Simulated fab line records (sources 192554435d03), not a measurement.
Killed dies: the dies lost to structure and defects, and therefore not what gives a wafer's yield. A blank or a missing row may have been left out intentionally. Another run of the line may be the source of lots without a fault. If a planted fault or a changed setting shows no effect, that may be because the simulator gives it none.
fab line records	flow n5-finfet
record lots=7	wafers=21
route steps=1938 shown SD_EPI_N@273 HKMG_FIN@402 MOL_CONTACT_COAG@517
start-h: the number of hours between the record's first day and the start of the first shown wafer of the lot	wait-h: how many hours have passed since the lot's step before this one	" unchanged from the row above	L1.1+2: one row covering several wafers at once	- no value, or no start given	* or withheld: withheld	< > ~ a bound
route shown NAME@n: a module of which the file shows steps, and the number in the route of the first	usual: mean and standard deviation over wafers with no fault	same: alike in all rows	chamber/n: place in a boat	sites: readings site by site	_std_site: their standard deviation	_edge_site: inner sites' mean taken away from outer sites' mean	radius-mm: how far each site lies from the wafer's centre	mask NAME#n: copy n	behind: tool/chamber where the wafer was last shaped	hold: why the lot was held/for how many hours/how that ended	device: the n, p or np transistor that did not switch	end of line: tests of these same wafers at the route's end	for a step that has no rows: nothing shown but its recipe	killed: dies lost to structure and defects at the first sort, not the wafer's yield	map: per-die view of a wafer (x killed, . not killed, _ where there is no die)
set.NAME: the setting the step ran with; set.NAME@STEP: the setting that earlier step ran with	model.NAME: the simulator's own value behind a step, which no gauge read
one table per step and one row per wafer, for lots whose settings were changed on purpose
## steps
# step N5_SD_EPI_N_DESCUM_14
# recipe chemistry=O2	time-s=7.9	source-power-w=50	bias-power-w=20	pressure-mtorr=20	rf-frequency-hz=2.712e+07	temp-c=40	resist=CAR-ArF-block	o2-flow-sccm=225
lot.wafer	tool	chamber	start-h	wait-h	set.time-s	set.peb-temp-c@SD_EPI_N_PEB_07	model.SD_EPI_N.cd-nm
L075.1	rie-diel-05	0	55.76	0.3	6.848	110	120.4
L075.3	"	2	"	"	6.848	110	120.8
L075.6	"	1	"	"	6.848	107.5	113.2
L076.2	rie-diel-05	2	62.08	0.2	7.9	108.3	114.4
L076.4	"	3	"	"	7.9	108.3	115.6
L076.6	"	2	"	"	7.9	110	119.6
L084.2	rie-diel-03	0	109.23	0.0	7.9	110	120
L084.5	"	3	"	"	7.9	110	120.2
L084.6	"	2	"	"	7.9	110	120.4
L085.2	rie-diel-03	0	115.63	0.3	7.9	107.2	113.8
L085.4	"	2	"	"	7.179	110	119.8
L085.6	"	1	"	"	7.179	107.2	113
L089.3+5+6	rie-diel-01	1,0,2	141.93	0.0	7.9	110	120.2
L091.2	rie-diel-03	1	151.67	0.0	7.9	112.9	127.8
L091.4	"	3	"	"	7.9	110	120.4
L091.6	"	1	"	"	7.9	110	119.6
L097.1	rie-diel-05	2	187.05	0.0	7.9	110	120.8
L097.3	"	1	"	"	7.9	110	120
L097.5	"	2	"	"	7.9	110	120.6
# step N5_SD_EPI_N_ETCH_34
# recipe chemistry=CF4	target=SiARC	target-depth-a=455	mask-material=CAR-ArF-block	time-s=75.8	ion-energy-ev=80	pressure-mtorr=40	source-w=545	bias-w=36	Ar_flow_sccm=100	cf4-flow-sccm=100	ends=cleared
# step N5_SD_EPI_N_ETCH_35
# recipe chemistry=N2/H2	target=SOC	overetch-a=1080	mask-material=SiARC	temp-c=40	ion-energy-ev=100	source-w=3000	bias-w=133	pressure-mtorr=20	time-s=486	n2-flow-sccm=200	h2-flow-sccm=200
lot.wafer	tool	chamber	start-h	wait-h	set.peb-temp-c@SD_EPI_N_PEB_07	model.SD_EPI_N.cd-nm
L075.1	rie-diel-05	0	55.85	0.0	110	119.6
L075.3	"	2	"	"	110	121.4
L075.6	"	1	"	"	107.5	111.6
L076.2	rie-diel-05	2	62.17	0.0	108.3	114.4
L076.4	"	3	"	"	108.3	118.2
L076.6	"	2	"	"	110	120.2
L084.2	rie-diel-03	0	109.32	0.0	110	119.8
L084.5	"	3	"	"	110	119.6
L084.6	"	2	"	"	110	120.6
L085.2	rie-diel-03	0	115.72	0.0	107.2	113.6
L085.4	"	2	"	"	110	119.8
L085.6	"	1	"	"	107.2	116.4
L089.3	rie-diel-01	1	142.02	0.0	110	121.2
L089.5	"	0	"	"	110	119.4
L089.6	"	2	"	"	110	122.6
L091.2	rie-diel-03	1	151.76	0.0	112.9	129.6
L091.4	"	3	"	"	110	118.6
L091.6	"	1	"	"	110	121.2
L097.1+5	rie-diel-05	2	187.15	0.0	110	122
L097.3	"	1	"	"	110	118.6
# step N5_SD_EPI_N_STRIP_36
# recipe chemistry=N2/H2	temp-c=40	n2-flow-sccm=200	h2-flow-sccm=200	rf-frequency-hz=6e+07
# step N5_SD_EPI_N_ETCHBACK_44
# recipe chemistry=CH3F/O2	mode=anisotropic-etchback	target=SiNx	target-depth-a=145	stop-on=SiO2	over-etch-frac=0.3	ion-energy-ev=120	pressure-mtorr=30	source-w=395	bias-w=73	Ar_flow_sccm=150	CH3F_flow_sccm=30	O2_flow_sccm=20
# step N5_SD_EPI_N_ETCH_16
# recipe chemistry=CHF3/O2	target=SiO2	target-depth-a=50	mask-material=SOC	pressure-mtorr=30	source-w=650	bias-w=170	Ar_flow_sccm=200	CHF3_flow_sccm=50	O2_flow_sccm=5	ion-energy-ev=200
# step N5_SD_EPI_N_STRIP_47
# recipe chemistry=CHF3/O2	resist=SiARC	rf-frequency-hz=6e+07
# step N5_SD_EPI_N_SD_RECESS_17
# recipe chemistry=HBr/Cl2/O2	target-depth-a=410	mask-material=SOC	time-s=23.7	bt-time-s=3	pressure-mtorr=10	icp-w=800	bias-w=112	HBr_flow_sccm=150	Cl2_flow_sccm=80	O2_flow_sccm=12
lot.wafer	tool	chamber	start-h	wait-h	set.peb-temp-c@SD_EPI_N_PEB_07	model.SD_EPI_N.cd-nm
L075.1	rie-si-05	0	56.44	0.0	110	119.8
L075.3	"	3	"	"	110	121.2
L075.6	"	0	"	"	107.5	111.6
L076.2	rie-si-04	1	62.77	0.0	108.3	114
L076.4	"	3	"	"	108.3	118
L076.6	"	3	"	"	110	120.2
L084.2	rie-si-04	3	109.92	0.0	110	120
L084.5	"	2	"	"	110	119.8
L084.6	"	3	"	"	110	120.6
L085.2	rie-si-04	3	116.32	0.0	107.2	113.8
L085.4	"	2	"	"	110	119.8
L085.6	"	2	"	"	107.2	116.6
L089.3	rie-si-05	3	142.61	0.0	110	121.4
L089.5	"	3	"	"	110	119.4
L089.6	"	2	"	"	110	122.6
L091.2	rie-si-03	3	152.35	0.0	112.9	129.8
L091.4	"	0	"	"	110	118.6
L091.6	"	1	"	"	110	121.4
L097.1	rie-si-04	3	187.74	0.0	110	122
L097.3	"	2	"	"	110	118.6
L097.5	"	2	"	"	110	121.8
# step N5_HKMG_FIN_ETCH_54
# recipe chemistry=CF4	target=SiARC	target-depth-a=455	mask-material=CAR-ArF	time-s=75.8	ion-energy-ev=80	pressure-mtorr=40	source-w=545	bias-w=36	Ar_flow_sccm=100	cf4-flow-sccm=100	ends=cleared
# usual rf-vpp-V=184.2/1.2
lot.wafer	tool	chamber	start-h	wait-h	set.source-w	rf-vpp-V
L075.1	rie-diel-03	3	77.50	0.0	545	183.5
L075.3	"	0	"	"	545	182.3
L075.6	"	0	"	"	454.3	193.1
L076.2	rie-diel-05	1	84.37	0.0	545	185.2
L076.4	"	0	"	"	596.7	178.8
L076.6	"	3	"	"	596.7	178.4
L084.2	rie-diel-01	0	131.48	0.0	545	186.2
L084.5	"	1	"	"	545	185.3
L084.6	"	0	"	"	545	185.3
L085.2	rie-diel-05	0	138.21	0.0	545	183.4
L085.4	"	3	"	"	545	185.1
L085.6	"	3	"	"	545	186.7
L089.3	rie-diel-01	0	163.83	0.0	545	184.3
L089.5	"	3	"	"	545	184.3
L089.6	"	2	"	"	545	185.8
L091.2	rie-diel-05	0	174.68	0.0	592.3	178.6
L091.4	"	2	"	"	545	183.0
L091.6	"	2	"	"	545	183.0
L097.1	rie-diel-01	0	212.48	0.0	545	184.4
L097.3	"	1	"	"	457.8	196.3
L097.5	"	3	"	"	545	184.7
# step N5_HKMG_FIN_ETCH_58
# recipe chemistry=N2/H2	target=SOC	target-depth-a=2158	ion-energy-ev=50	bias-w=13	time-s=741	pressure-mtorr=30	source-w=875	n2-flow-sccm=200	h2-flow-sccm=200
# usual rf-vpp-V=99.1/1.1
lot.wafer	tool	chamber	start-h	wait-h	set.bias-w	rf-vpp-V
L075.1	rie-diel-03	3	77.77	0.0	13	97.8
L075.3	"	0	"	"	10.74	87.4
L075.6	"	0	"	"	13	98.5
L076.2	rie-diel-05	1	84.64	0.0	11.39	91.4
L076.4	"	0	"	"	11.39	89.9
L076.6	"	3	"	"	13	98.5
L084.2	rie-diel-01	0	131.74	0.0	13	100.2
L084.5	"	1	"	"	11.38	90.7
L084.6	"	0	"	"	11.38	91.9
L085.2	rie-diel-05	0	138.48	0.0	11.19	89.6
L085.4	"	3	"	"	11.19	91.4
L085.6	"	3	"	"	13	99.6
L089.3	rie-diel-01	0	164.10	0.0	13	99.2
L089.5	"	3	"	"	13	100.3
L089.6	"	2	"	"	13	99.9
L091.2	rie-diel-05	0	174.95	0.0	13	101.5
L091.4	"	2	"	"	11.67	92.1
L091.6	"	2	"	"	13	99.8
L097.1	rie-diel-01	0	212.74	0.0	15.32	111.7
L097.3	"	1	"	"	13	100.1
L097.5	"	3	"	"	13	100.1
# step N5_HKMG_FIN_ETCH_35
# recipe chemistry=N2/H2	target=SOC	target-depth-a=2158	ion-energy-ev=65	bias-w=5	source-w=3000	time-s=243.4	pressure-mtorr=30	n2-flow-sccm=200	h2-flow-sccm=200
# usual rf-vpp-V=141.4/1.1
lot.wafer	tool	chamber	start-h	wait-h	set.bias-w	rf-vpp-V
L075.1	rie-diel-01	2	81.79	0.0	5.242	146.6
L075.3	"	1	"	"	5	142.6
L075.6	"	3	"	"	5	140.2
L076.2	rie-diel-03	3	88.08	0.0	5	141.7
L076.4	"	3	"	"	5	141.1
L076.6	"	0	"	"	5	139.7
L084.2	rie-diel-03	2	134.98	0.0	5	141.9
L084.5	"	2	"	"	5	140.5
L084.6	"	1	"	"	5	139.9
L085.2	rie-diel-03	2	141.90	0.0	5	142.2
L085.4	"	1	"	"	5.815	155.0
L085.6	"	2	"	"	5.815	156.2
L089.3	rie-diel-03	1	167.48	0.0	5	139.9
L089.5	"	0	"	"	5	142.5
L089.6	"	3	"	"	5	140.6
L091.2	rie-diel-03	2	178.55	0.0	5	140.6
L091.4	"	0	"	"	5	141.6
L091.6	"	2	"	"	4.748	136.5
L097.1	rie-diel-05	0	216.24	0.0	5	140.9
L097.3	"	1	"	"	4.131	124.4
L097.5	"	3	"	"	4.131	123.6
# step N5_MOL_CONTACT_COAG_COAT_103
# recipe resist=SOC	temp-c=250	time-s=60	spin-rpm=1500	resist-thk-nm=80
lot.wafer	tool	chamber	start-h	wait-h	set.spin-rpm	model.SOC_of_MOL_CONTACT_COAG_COAT_103.thk-nm
L075.1	litho-track-01	0	94.50	0.0	1500	80.2
L075.3	"	0	"	"	1644	76.8
L075.6	"	0	"	"	1644	76.6
L076.2+4	litho-track-03	0	99.38	0.0	1500	79.6
L076.6	"	0	"	"	1396	82.6
L084.2	litho-track-01	0	146.17	0.0	1500	79.8
L084.5+6	"	0	"	"	1500	80.2
L085.2	litho-track-03	0	154.88	0.0	1500	79.8
L085.4	"	0	"	"	1368	83.2
L085.6	"	0	"	"	1368	83.6
L089.3+5	litho-track-01	0	178.81	0.0	1500	80.4
L089.6	"	0	"	"	1500	80.2
L091.2	litho-track-01	0	191.41	0.0	1641	76.6
L091.4	"	0	"	"	1500	80.2
L091.6	"	0	"	"	1641	76.4
L097.1	litho-track-03	0	227.93	0.0	1500	80
L097.3	"	0	"	"	1500	79.8
L097.5	"	0	"	"	1388	82.8
# step N5_MOL_CONTACT_COAG_EXPOSE_05
# recipe mask-id=CA	na=0.33	source-shape=annular	sigma-inner=0.4	sigma-outer=0.8	polarization=unpolarized	defocus-nm=0	dose-mj=38.25
lot.wafer	tool	chamber	start-h	wait-h	mask	set.dose-mj
L075.1+6	euv-scanner-01	0	94.76	-	CA#0	38.25
L075.3	"	0	"	"	CA#0	40.37
L076.2+4+6	euv-scanner-01	0	99.53	-	CA#0	38.25
L084.2+5+6	euv-scanner-01	0	146.46	-	CA#0	38.25
L085.2	euv-scanner-01	0	155.02	-	CA#0	40.45
L085.4+6	"	0	"	"	CA#0	38.25
L089.3+5+6	euv-scanner-01	0	178.96	-	CA#0	38.25
L091.2	euv-scanner-01	0	191.55	-	CA#0	36.37
L091.4+6	"	0	"	"	CA#0	38.25
L097.1	euv-scanner-02	0	228.06	-	CA#0	38.25
L097.3+5	"	0	"	"	CA#0	36.26
# step N5_MOL_CONTACT_COAG_PEB_06
# recipe peb-temp-c=100	peb-time-s=60	resist=CAR-EUV
# step N5_MOL_CONTACT_COAG_DEVELOP_07
# recipe develop-time-s=30	developer=TMAH	resist=CAR-EUV	rinse-liquid=surfactant-rinse	dry=air-spin	dev-temp-c=23
# step N5_MOL_CONTACT_COAG_CD_MEAS_08
# recipe target-cd-nm=28	landing-energy-ev=500	detector=se-inlens	polarity=opening
# usual cd-nm=27.87/0.25
lot.wafer	tool	chamber	start-h	wait-h	set.dose-mj@MOL_CONTACT_COAG_EXPOSE_05	cd-nm
L075.1	cd-sem-01	0	94.89	-	38.25	27.99
L075.3	"	0	"	"	40.37	28.90
L075.6	"	0	"	"	38.25	27.60
L076.2	cd-sem-02	0	99.65	-	38.25	27.90
L076.4	"	0	"	"	38.25	28.04
L076.6	"	0	"	"	38.25	27.82
L084.2	cd-sem-01	0	146.59	-	38.25	27.60
L084.5	"	0	"	"	38.25	27.75
L084.6	"	0	"	"	38.25	28.42
L085.2	cd-sem-01	0	155.15	-	40.45	28.97
L085.4	"	0	"	"	38.25	27.76
L085.6	"	0	"	"	38.25	28.39
L089.3	cd-sem-02	0	179.08	-	38.25	27.81
L089.5	"	0	"	"	38.25	27.57
L089.6	"	0	"	"	38.25	27.52
L091.2	cd-sem-02	0	191.68	-	36.37	26.78
L091.4	"	0	"	"	38.25	27.60
L091.6	"	0	"	"	38.25	28.01
L097.1	cd-sem-02	0	228.19	-	38.25	28.07
L097.3	"	0	"	"	36.26	26.45
L097.5	"	0	"	"	36.26	26.54
# step N5_MOL_CONTACT_COAG_DESCUM_13
# recipe chemistry=O2	time-s=7	source-power-w=50	bias-power-w=20	pressure-mtorr=20	rf-frequency-hz=2.712e+07	temp-c=40	resist=CAR-EUV	o2-flow-sccm=225
# step N5_MOL_CONTACT_COAG_ETCH_59
# recipe chemistry=N2/H2	target=underlayer	target-depth-a=130	mask-material=CAR-EUV	time-s=10.4	ion-energy-ev=200	pressure-mtorr=30	source-w=840	bias-w=150	n2-flow-sccm=200	h2-flow-sccm=200	ends=cleared
lot.wafer	tool	chamber	start-h	wait-h	set.dose-mj@MOL_CONTACT_COAG_EXPOSE_05	model.MOL_CONTACT_COAG.cd-offset-nm
L075.1	rie-diel-05	3	95.05	0.0	38.25	-0.2
L075.3	"	2	"	"	40.37	1.2
L075.6	"	0	"	"	38.25	0
L076.2	rie-diel-03	3	99.87	0.0	38.25	-0.2
L076.4+6	"	3,0	"	"	38.25	0
L084.2+6	rie-diel-03	2,0	146.75	0.0	38.25	0.4
L084.5	"	1	"	"	38.25	0
L085.2	rie-diel-03	3	155.38	0.0	40.45	0.8
L085.4+6	"	0	"	"	38.25	0
L089.3+5+6	rie-diel-03	0,2,3	179.24	0.0	38.25	0
L091.2	rie-diel-03	1	192.07	0.0	36.37	-0.8
L091.4	"	3	"	"	38.25	-0.2
L091.6	"	1	"	"	38.25	0.2
L097.1	rie-diel-05	1	228.37	0.0	38.25	-0.2
L097.3	"	1	"	"	36.26	-1.4
L097.5	"	2	"	"	36.26	-1.6
# step N5_MOL_CONTACT_COAG_ETCH_105
# recipe chemistry=CF4	target=SiARC	target-depth-a=156	mask-material=CAR-EUV	time-s=26	ion-energy-ev=80	pressure-mtorr=40	source-w=545	bias-w=36	Ar_flow_sccm=100	cf4-flow-sccm=100	ends=cleared
lot.wafer	tool	chamber	start-h	wait-h	set.dose-mj@MOL_CONTACT_COAG_EXPOSE_05	model.MOL_CONTACT_COAG.cd-offset-nm
L075.1	rie-diel-05	3	95.07	0.0	38.25	0
L075.3	"	2	"	"	40.37	1.2
L075.6	"	0	"	"	38.25	0.2
L076.2+4	rie-diel-03	3	99.89	0.0	38.25	0
L076.6	"	0	"	"	38.25	-0.2
L084.2	rie-diel-03	2	146.77	0.0	38.25	0.2
L084.5	"	1	"	"	38.25	0
L084.6	"	0	"	"	38.25	0.4
L085.2	rie-diel-03	3	155.40	0.0	40.45	1
L085.4+6	"	0	"	"	38.25	0.2
L089.3+6	rie-diel-03	0,3	179.26	0.0	38.25	0
L089.5	"	2	"	"	38.25	-0.2
L091.2	rie-diel-03	1	192.09	0.0	36.37	-0.8
L091.4	"	3	"	"	38.25	-0.2
L091.6	"	1	"	"	38.25	0.2
L097.1	rie-diel-05	1	228.40	0.0	38.25	-0.2
L097.3	"	1	"	"	36.26	-1.4
L097.5	"	2	"	"	36.26	-1.6
# step N5_MOL_CONTACT_COAG_ETCH_106
# recipe chemistry=N2/H2	target=SOC	target-depth-a=800	overetch-a=160	mask-material=SiARC	temp-c=40	time-s=120	ion-energy-ev=200	pressure-mtorr=30	source-w=840	bias-w=150	n2-flow-sccm=200	h2-flow-sccm=200
lot.wafer	tool	chamber	start-h	wait-h	set.spin-rpm@MOL_CONTACT_COAG_COAT_103	model.etch.depth-nm
L075.1	rie-diel-05	3	95.10	0.0	1500	80.13
L075.3	"	2	"	"	1644	76.84
L075.6	"	0	"	"	1644	76.64
L076.2	rie-diel-03	3	99.91	0.0	1500	79.53
L076.4	"	3	"	"	1500	79.56
L076.6	"	0	"	"	1396	82.62
L084.2	rie-diel-03	2	146.79	0.0	1500	79.82
L084.5	"	1	"	"	1500	80.25
L084.6	"	0	"	"	1500	80.2
L085.2	rie-diel-03	3	155.43	0.0	1500	79.76
L085.4	"	0	"	"	1368	83.26
L085.6	"	0	"	"	1368	83.55
L089.3	rie-diel-03	0	179.29	0.0	1500	80.37
L089.5	"	2	"	"	1500	80.4
L089.6	"	3	"	"	1500	80.17
L091.2	rie-diel-03	1	192.12	0.0	1641	76.65
L091.4	"	3	"	"	1500	80.12
L091.6	"	1	"	"	1641	76.41
L097.1	rie-diel-05	1	228.44	0.0	1500	79.98
L097.3	"	1	"	"	1500	79.71
L097.5	"	2	"	"	1388	82.77
# step N5_MOL_CONTACT_COAG_STRIP_107
# recipe chemistry=N2/H2	temp-c=40	n2-flow-sccm=200	h2-flow-sccm=200	rf-frequency-hz=6e+07
# step N5_MOL_CONTACT_COAG_STRIP_108
# recipe chemistry=N2/H2	temp-c=40	n2-flow-sccm=200	h2-flow-sccm=200	rf-frequency-hz=6e+07
# step N5_MOL_CONTACT_COAG_CONTACT_ETCH_14
# recipe chemistry=C4F6/O2	target=SiO2	target-depth-a=275	overetch-a=85	mask-material=SOC	pressure-mtorr=30	source-w=370	bias-w=185	Ar_flow_sccm=300	C4F6_flow_sccm=16	O2_flow_sccm=10	time-s=20	ion-energy-ev=259.6
# step N5_MOL_CONTACT_COAG_STRIP_109
# recipe chemistry=C4F6/O2	resist=SiARC	rf-frequency-hz=6e+07
# step N5_MOL_CONTACT_COAG_ETCH_15
# recipe chemistry=CH3F/O2	target=SiNx	target-depth-a=70	mask-material=SOC	stop-on=Si:P	over-etch-frac=0.75	ion-energy-ev=120	pressure-mtorr=30	source-w=395	bias-w=73	Ar_flow_sccm=150	CH3F_flow_sccm=30	O2_flow_sccm=20
lot.wafer	tool	chamber	start-h	wait-h	set.spin-rpm@MOL_CONTACT_COAG_COAT_103	model.SOC_of_MOL_CONTACT_COAG_COAT_103.thk-nm
L075.1	rie-diel-05	3	95.24	0.0	1500	75.2
L075.3	"	2	"	"	1644	72
L075.6	"	0	"	"	1644	72.2
L076.2+4	rie-diel-03	3	100.05	0.0	1500	74.8
L076.6	"	0	"	"	1396	77.8
L084.2	rie-diel-03	2	146.93	0.0	1500	75
L084.5	"	1	"	"	1500	75.2
L084.6	"	0	"	"	1500	75.4
L085.2	rie-diel-03	3	155.57	0.0	1500	75
L085.4	"	0	"	"	1368	78.6
L085.6	"	0	"	"	1368	78.8
L089.3+5	rie-diel-03	0,2	179.42	0.0	1500	75.6
L089.6	"	3	"	"	1500	75.4
L091.2	rie-diel-03	1	192.25	0.0	1641	71.8
L091.4	"	3	"	"	1500	75.2
L091.6	"	1	"	"	1641	71.4
L097.1	rie-diel-05	1	228.64	0.0	1500	75.4
L097.3	"	1	"	"	1500	75.2
L097.5	"	2	"	"	1388	78
# step N5_MOL_CONTACT_COAG_ALD_27
# recipe material=SiOC	target-thk-a=170	temp-c=400	ald-precursor-family=carbosiloxane	ald-co-reactant=H2-plasma	pulse-time-s=1.5	time-s=2720	purge-time-s=2	co-reactant-purge-time-s=2	ald-cycles=340	pressure-torr=2
lot.wafer	tool	chamber	start-h	wait-h	set.ald-cycles	model.SiOC_of_MOL_CONTACT_COAG_ALD_27.thk-nm
L075.1	ald-sin-03	1	100.39	0.0	388	19.2
L075.3	"	2	"	"	340	16.8
L075.6	"	3	"	"	388	19.4
L076.2+6	ald-sin-02	1,2	107.71	0.6	340	17
L076.4	"	0	"	"	312	15.6
L084.2	ald-sin-04	3	151.68	0.3	340	17.2
L084.5	"	0	"	"	377	19
L084.6	"	1	"	"	340	17
L085.2+4+6	ald-sin-04	2,0,0	160.69	0.0	340	17
L089.3+5+6	ald-sin-03	2,0,3	187.32	0.4	340	17
L091.2	ald-sin-03	3	198.46	0.9	340	17
L091.4	"	1	"	"	287	14.2
L091.6	"	3	"	"	287	14.4
L097.1+3+5	ald-sin-02	2,3,2	234.94	0.0	340	17
## key
split step=N5_SD_EPI_N_DESCUM_14	setting=time-s	stated=7.9	by=wafer
response none clear
split step=N5_HKMG_FIN_ETCH_54	setting=source-w	stated=545	by=wafer
response step=N5_HKMG_FIN_ETCH_54	reading=rf-vpp-V	change=-0.657	per=1%	r=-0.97
split step=N5_HKMG_FIN_ETCH_58	setting=bias-w	stated=13	by=wafer
response step=N5_HKMG_FIN_ETCH_58	reading=rf-vpp-V	change=+0.666	per=1%	r=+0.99
split step=N5_HKMG_FIN_ETCH_35	setting=bias-w	stated=5	by=wafer
response step=N5_HKMG_FIN_ETCH_35	reading=rf-vpp-V	change=+0.913	per=1%	r=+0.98
split step=N5_MOL_CONTACT_COAG_COAT_103	setting=spin-rpm	stated=1500	by=wafer
response step=N5_MOL_CONTACT_COAG_COAT_103	reading=model.SOC_of_MOL_CONTACT_COAG_COAT_103.thk-nm	change=-0.394	per=1%	r=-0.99
response step=N5_MOL_CONTACT_COAG_ETCH_106	reading=model.etch.depth-nm	change=-0.391	per=1%	r=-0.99
response step=N5_MOL_CONTACT_COAG_ETCH_15	reading=model.SOC_of_MOL_CONTACT_COAG_COAT_103.thk-nm	change=-0.379	per=1%	r=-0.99
split step=N5_MOL_CONTACT_COAG_EXPOSE_05	setting=dose-mj	stated=38.25	by=wafer
response step=N5_MOL_CONTACT_COAG_CD_MEAS_08	reading=cd-nm	change=+0.213	per=1%	r=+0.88
response step=N5_MOL_CONTACT_COAG_ETCH_59	reading=model.MOL_CONTACT_COAG.cd-offset-nm	change=+0.196	per=1%	r=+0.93
response step=N5_MOL_CONTACT_COAG_ETCH_105	reading=model.MOL_CONTACT_COAG.cd-offset-nm	change=+0.186	per=1%	r=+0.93
split step=N5_MOL_CONTACT_COAG_ALD_27	setting=ald-cycles	stated=340	by=wafer
response step=N5_MOL_CONTACT_COAG_ALD_27	reading=model.SiOC_of_MOL_CONTACT_COAG_ALD_27.thk-nm	change=+0.174	per=1%	r=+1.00
split outside-this-file step=N5_SD_EPI_N_PEB_07 setting=peb-temp-c
# split outside-this-file: this setting was split too, and the file shows its column; the key of that split is in another file
